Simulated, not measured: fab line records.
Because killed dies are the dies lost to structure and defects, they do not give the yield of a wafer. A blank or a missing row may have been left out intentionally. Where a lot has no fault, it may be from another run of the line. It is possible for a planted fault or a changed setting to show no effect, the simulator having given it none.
A lot that was struck, set against a sound lot	flow n5-finfet	13 out of 1938 route steps
Sound: wafers L506.1, L506.4, L506.6. Wafers struck: L511.1, L511.5, L511.6. Last of all comes the cause.
At each step with rows: each side's tool, then ch and its chambers, then its first start. Under that, the readings that differ: sound wafers	struck wafers	difference of the means	sigmas: that difference in standard deviations of wafers without a fault.
alike: a reading whose means differ by less than 2 such deviations, as well as words and numbers matching on both sides. not compared: withheld readings; readings where some wafer has no value; bounds like >300 that might hide an equal value; numbers whose values overlap and for which the record gives no deviation.
A row with sigmas, a row that says differs or no value, or rows on one side alone: a step with any of these is where the two part. Numbers that don't overlap but have no deviation are shown without sigmas and don't part them. A reading missing from all wafers of one side parts the sides only when that side holds two or more wafers.

first, 9 steps without rows for these wafers: N5_BEOL_M3_DEVELOP_27 (develop time 30 s); N5_BEOL_M3_DESCUM_33 (chemistry O2, time 7 s); N5_BEOL_M3_ETCH_77 (etches underlayer in N2/H2, target depth 6.5 nm, time 5.2 s); N5_BEOL_M3_ETCH_69 (etches SiARC in CF4, target depth 15.6 nm, time 26 s); N5_BEOL_M3_ALD_98 (deposits SiO2, target thk 2.5 nm, pulse time 1 s, co reactant pulse time 1 s); N5_BEOL_M3_ETCHBACK_99 (etches SiO2 in CHF3, target depth 5 nm, time 10.4 s); N5_BEOL_M3_ETCH_70 (etches SOC in N2/H2, target depth 80 nm, overetch 16 nm, time 120 s); N5_BEOL_M3_STRIP_71 (strips in N2/H2); N5_BEOL_M3_STRIP_78 (strips in N2/H2).
N5_BEOL_M3_VIA_ETCH_34: etches the open film in C4F6/O2, target depth 69.4 nm, time 65.9 s.
  sound on rie-diel-01 ch 1,3, day 9 23:25; struck on rie-diel-04 ch 1,2, day 11 15:41
  no value came back on the struck wafers for any of 9 readings (C4F6_flow_sccm (sccm), O2_flow_sccm (sccm) and others); on the sound wafers C4F6_flow_sccm (sccm) reads 10.03 10.02 10.04
reading	sound	struck	difference	sigmas
model.SOC_of_BEOL_M3_COAT_67.thk-nm (nm)	52 52 51.4	59.8 60 60.2	+8.2	
model.SiARC_of_BEOL_M3_COAT_68.thk-nm (nm)	0 0 0	6.4 6.4 6.6	+6.5	
  not compared: rf-hours-counter-h
then, 1 step without rows for these wafers: N5_BEOL_M3_STRIP_83 (strips in C4F6/O2).
N5_BEOL_M4_RC_MEAS_101:
  the record has rows for the sound wafers here (prober-01 ch 0, day 11 12:19) and none for the struck ones
-- record jumps: 5 days separate the struck wafers' starts on either side; left off in module BEOL_M4, taken up again in module PASSIVATION, whose first shown step is the route's number 1936 --
N5_PASSIVATION_PROBE_49:
  sound on prober-01 at day 15 23:44; struck on prober-02 at day 16 21:32
reading	sound	struck	difference	sigmas
defect-limited-yield (%)	93.4 91.3 91.6	0 0 0	-92	-77
killed_at_M0_to_M3	28 48 29	1098 1105 1118	+1072	+97
killed_at_M4_up	8 8 14	31 34 19	+18	+3
killed-dies	78 103 99	1180 1180 1180	+1087	+72
killed-on-rim	8 16 13	152 152 152	+140	+39
sort_bin_5_function (%)	4.1 4.6 5.0	96.5 96.0 97.4	+92.1	+99 or more
sort-n-pass	1102 1077 1081	0 0 0	-1087	-72
sort-yield-pct (%)	93.4 91.3 91.6	0 0 0	-92	-77
  alike: killed-at-contacts, killed-at-front-end, killed-at-other, killed-open, killed-short, sort_bin_6_memory

## WHERE THEY PART
Earliest at N5_BEOL_M3_VIA_ETCH_34; latest, in this record, at N5_PASSIVATION_PROBE_49.

WHY: what the simulator had put in
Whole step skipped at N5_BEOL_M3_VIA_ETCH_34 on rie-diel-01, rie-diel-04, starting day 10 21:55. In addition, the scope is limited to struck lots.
